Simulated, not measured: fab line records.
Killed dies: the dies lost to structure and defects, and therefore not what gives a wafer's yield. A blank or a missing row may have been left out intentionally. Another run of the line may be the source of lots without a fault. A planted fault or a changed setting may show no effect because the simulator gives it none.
Matching of chambers | flow nand_harc | cmp-01 running NHARC_P_CONTACT_CMP_01: 4 sister chambers
The step polishes SiO2, target thk 200 nm. 4 wafers are shown with their chamber, then 7 later ones without.

## EACH WAFER AND ITS CHAMBER
wafer  | chamber | motor_current_A (A)
L081.4 | 2       | 12.6
L085.3 | 0       | 12.3
L087.1 | 3       | 11.3
L087.2 | 1       | 13.9

## WAFERS WITHOUT THEIR CHAMBER
wafer  | motor_current_A (A)
L087.6 | 12.2
L090.2 | 13.1
L090.5 | 11.5
L090.6 | 13.1
L094.2 | 11.9
L094.4 | 13.7
L094.5 | 12.8

## EACH ONE'S CHAMBER
wafer  | from the rows above          | in truth
L087.6 | can't be placed: 0 or 2      | 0
L090.2 | can't be placed: 2 or 0 or 1 | 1
L090.5 | can't be placed: 3 or 0      | 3
L090.6 | can't be placed: 2 or 0 or 1 | 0
L094.2 | can't be placed: 0 or 3 or 2 | 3
L094.4 | 1                            | 1
L094.5 | can't be placed: 2 or 0      | 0
Correct placement for 1 of the 7. Can't be placed from these rows: 6 (the true chamber is among the candidates in 6). Wrongly placed: 0.
How it was worked out, from the rows above alone: a wafer's distance from a chamber is the root of the sum, over the readings, of the square of ((its reading less the chamber's mean) divided by the reading's scatter). The wafer belongs to the nearest chamber; if the next one is less than 2 further off, it can't be placed. Each chamber's mean is taken over the wafers shown for it. The scatter (one wafer shown for each chamber): square how far every hidden wafer sits from the nearest shown wafer, average those squares and take the square root.
